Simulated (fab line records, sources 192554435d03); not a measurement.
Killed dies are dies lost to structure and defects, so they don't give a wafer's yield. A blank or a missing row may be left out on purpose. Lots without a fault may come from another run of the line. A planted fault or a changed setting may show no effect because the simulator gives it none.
Chamber matching | flow n5_finfet | N5_BEOL_M5_DESCUM_16 on rie_diel-03: 4 sister chambers
The step chemistry O2, time 7 s. 4 wafers are shown with their chamber, then 9 later ones without.

WAFERS WITH THEIR CHAMBER
wafer  | chamber | throttle_valve_pct (%)
L086.3 | 3       | 20.28
L089.1 | 1       | 20.43
L089.4 | 2       | 19.92
L089.6 | 0       | 20.48

WAFERS WITHOUT THEIR CHAMBER
wafer  | throttle_valve_pct (%)
L091.3 | 20.31
L091.4 | 20.47
L091.6 | 20.44
L095.2 | 19.94
L095.3 | 20.49
L095.6 | 20.49
L097.3 | 20.43
L097.4 | 20.51
L097.6 | 20.48

WHICH CHAMBER EACH WENT THROUGH
wafer  | from the rows above     | in truth
L091.3 | 3                       | 3
L091.4 | can't be placed: 0 or 1 | 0
L091.6 | can't be placed: 1 or 0 | 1
L095.2 | 2                       | 2
L095.3 | 0                       | 0
L095.6 | 0                       | 0
L097.3 | 1                       | 1
L097.4 | 0                       | 0
L097.6 | 0                       | 0
Placed correctly: 7 of 9. Can't be placed from these rows: 2 (the true chamber is among the candidates in 2). Placed wrongly: 0.
How it was worked out, from the rows above alone: a wafer's distance from a chamber is the root of the sum, over the readings, of the square of ((its reading less the chamber's mean) divided by the reading's scatter). The wafer belongs to the nearest chamber; if the next one is less than 2 further off, it can't be placed. A chamber's mean is the mean of its shown wafers. The scatter: with one shown wafer a chamber, the root of the mean of the squares of how far each hidden wafer lies from its nearest shown one.
